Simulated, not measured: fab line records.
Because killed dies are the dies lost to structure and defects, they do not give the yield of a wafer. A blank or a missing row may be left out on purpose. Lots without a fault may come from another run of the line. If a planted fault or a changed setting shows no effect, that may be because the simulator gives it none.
Tool commonality check | flow n5 finfet | 26 wafers sampled across 9 lots

WHY THIS WAS OPENED
At N5_BEOL_M14_RS_MEAS_54 the reading M14_RS is flagged on 2 of 9 lots. Fault-free wafers read 0.0337 ohm/sq, with a standard deviation of 0.0012.
Rule: flag the lot when none of its wafers has a number, or when each of its wafers that has one lies beyond 4 standard deviations from that mean. The other lots count as sound.

lot  | measured     | on            | M14_RS (ohm/sq), wafer by wafer | flag
L824 | day 11 20:13 | film metro-02 | 0.0330 0.0335 0.0333            |
L825 | day 12 06:35 | film metro-01 | 0.0335 0.0351 0.0338            |
L826 | day 13 00:15 | film metro-01 | 32.741 32.835 33.480            | FLAGGED
L831 | day 13 13:22 | film metro-01 | 33.654 33.513 34.240            | FLAGGED
L837 | day 14 17:04 | film metro-01 | 0.0346 0.0352 0.0348            |
L836 | day 14 17:20 | film metro-01 | 0.0348 0.0316 0.0341            |
L839 | day 15 19:34 | film metro-02 | 0.0350 0.0305 0.0307            |
L842 | day 16 11:10 | film metro-02 | 0.0351 0.0354                   |
L844 | day 16 13:35 | film metro-02 | 0.0353 0.0340 0.0352            |
On average the flagged lots read 33.4105 ohm/sq, which is +33.3768 ohm/sq against the usual, or +99 or more standard deviations.

TOOL THAT RAN EACH LOT
The record holds 4 process steps before the reading, out of a route of 1938 steps. Read each cell as the tool, then ch plus the chambers that the sampled wafers visited, then the start.
lot  | flag    | N5_BEOL_M14_STRIP_64                          | N5_BEOL_M14_STRIP_37               | N5_BEOL_M14_ECD_47             | N5_BEOL_M14_CMP_49
L824 |         | rie diel-02 ch 1,3, day 11 18:31 or earlier   | rie diel-02 ch 0,1,2, day 11 18:35 | ecd cu-01 ch 0,1, day 11 19:18 | cmp-01 ch 0,1,3, day 11 19:50
L825 |         | rie diel-06 ch 0,2,3, day 12 01:28 or earlier | rie diel-02 ch 1,2, day 12 03:52   | ecd cu-01 ch 0,1, day 12 05:05 | cmp-03 ch 1,3, day 12 06:09
L826 | FLAGGED | rie diel-06 ch 0,1,3, day 12 20:57 or earlier | rie diel-06 ch 0,1, day 12 22:19   | ecd cu-01 ch 0, day 12 23:13   | cmp-02 ch 1,3, day 12 23:52
L831 | FLAGGED | rie diel-06 ch 0,1, day 13 05:21 or earlier   | rie diel-04 ch 0,2,3, day 13 10:03 | ecd cu-01 ch 0,1, day 13 12:28 | cmp-02 ch 0,1,2, day 13 12:57
L837 |         | rie diel-02 ch 0,1,2, day 14 13:09 or earlier | rie diel-04 ch 1,2, day 14 14:08   | ecd cu-01 ch 0,1, day 14 15:08 | cmp-01 ch 1,2, day 14 16:41
L836 |         | rie diel-06 ch 0,1,2, day 14 12:00 or earlier | rie diel-04 ch 1,3, day 14 14:45   | ecd cu-02 ch 0,1, day 14 15:26 | cmp-02 ch 1,3, day 14 16:58
L839 |         | rie diel-04 ch 0,1,3, day 15 15:29 or earlier | rie diel-02 ch 2,3, day 15 17:55   | ecd cu-01 ch 0, day 15 18:36   | cmp-02 ch 0,1, day 15 19:08
L842 |         | rie diel-04 ch 0, day 16 08:54 or earlier     | rie diel-02 ch 1,3, day 16 09:27   | ecd cu-01 ch 0,1, day 16 10:14 | cmp-02 ch 2, day 16 10:46
L844 |         | rie diel-02 ch 2,3, day 16 09:37 or earlier   | rie diel-02 ch 1,2,3, day 16 11:44 | ecd cu-01 ch 0,1, day 16 12:41 | cmp-02 ch 1,3, day 16 13:10
What is done by these steps:
- N5_BEOL_M14_STRIP_64: strips in O2.
- N5_BEOL_M14_STRIP_37: strips in O2.
- N5_BEOL_M14_ECD_47: material Cu, target thk 1248 nm.
- N5_BEOL_M14_CMP_49: polishes, stops on SiO2, t overpolish 5.2 s, target thk 560 nm.
- N5_BEOL_M14_RS_MEAS_54: measures by four-point-probe.

FLAGGED AGAINST TOTAL, ONE TOOL AT A TIME (gauges that did the reading follow at the end)
step                   | tool          | lots run | flagged | share of the flagged lots | sound lots run after its first flagged lot
N5_BEOL_M14_STRIP_64   | rie diel-02   | 3        | 0       | none                      | -
N5_BEOL_M14_STRIP_64   | rie diel-04   | 2        | 0       | none                      | -
N5_BEOL_M14_STRIP_64   | rie diel-06   | 4        | 2       | all                       | 1 (L836)
N5_BEOL_M14_STRIP_37   | rie diel-02   | 5        | 0       | none                      | -
N5_BEOL_M14_STRIP_37   | rie diel-04   | 3        | 1       | some                      | 2 (L837,L836)
N5_BEOL_M14_STRIP_37   | rie diel-06   | 1        | 1       | some                      | 0
N5_BEOL_M14_ECD_47     | ecd cu-01     | 8        | 2       | all                       | 4 (L837,L839,L842,L844)
N5_BEOL_M14_ECD_47     | ecd cu-02     | 1        | 0       | none                      | -
N5_BEOL_M14_CMP_49     | cmp-01        | 2        | 0       | none                      | -
N5_BEOL_M14_CMP_49     | cmp-02        | 6        | 2       | all                       | 4 (L836,L839,L842,L844)
N5_BEOL_M14_CMP_49     | cmp-03        | 1        | 0       | none                      | -
N5_BEOL_M14_RS_MEAS_54 | film metro-01 | 5        | 2       | all                       | 2 (L837,L836)
N5_BEOL_M14_RS_MEAS_54 | film metro-02 | 4        | 0       | none                      | -
N5_BEOL_M14_STRIP_64 gives no start for some lots, so the hours and the order of its lots are those of N5_BEOL_M14_OCD_MEAS_35.

WHAT THE TABLE ALLOWS
4 rows of the table ran every flagged lot: rie diel-06 at N5_BEOL_M14_STRIP_64, ecd cu-01 at N5_BEOL_M14_ECD_47, cmp-02 at N5_BEOL_M14_CMP_49, film metro-01 at N5_BEOL_M14_RS_MEAS_54.
- rie diel-06 at N5_BEOL_M14_STRIP_64 ran 4 lots, 2 of them flagged. Sound lots ran on it after the first flagged one (L836), which a lasting fault on the whole tool wouldn't allow.
- ecd cu-01 at N5_BEOL_M14_ECD_47 ran 8 lots, 2 of them flagged. Sound lots ran on it after the first flagged one (L837, L839, L842, L844), which a lasting fault on the whole tool wouldn't allow.
- cmp-02 at N5_BEOL_M14_CMP_49 ran 6 lots, 2 of them flagged. Sound lots ran on it after the first flagged one (L836, L839, L842, L844), which a lasting fault on the whole tool wouldn't allow. Its own readings lie more than 4 standard deviations out on every wafer of the flagged lots: time to endpoint s.
- film metro-01 at N5_BEOL_M14_RS_MEAS_54 ran 5 lots, 2 of them flagged. Sound lots ran on it after the first flagged one (L837, L836), which a lasting fault on the whole tool wouldn't allow.
None of the table's rows ran every flagged lot and, after the first, no sound lot.

WHAT THE SIMULATOR PUT IN
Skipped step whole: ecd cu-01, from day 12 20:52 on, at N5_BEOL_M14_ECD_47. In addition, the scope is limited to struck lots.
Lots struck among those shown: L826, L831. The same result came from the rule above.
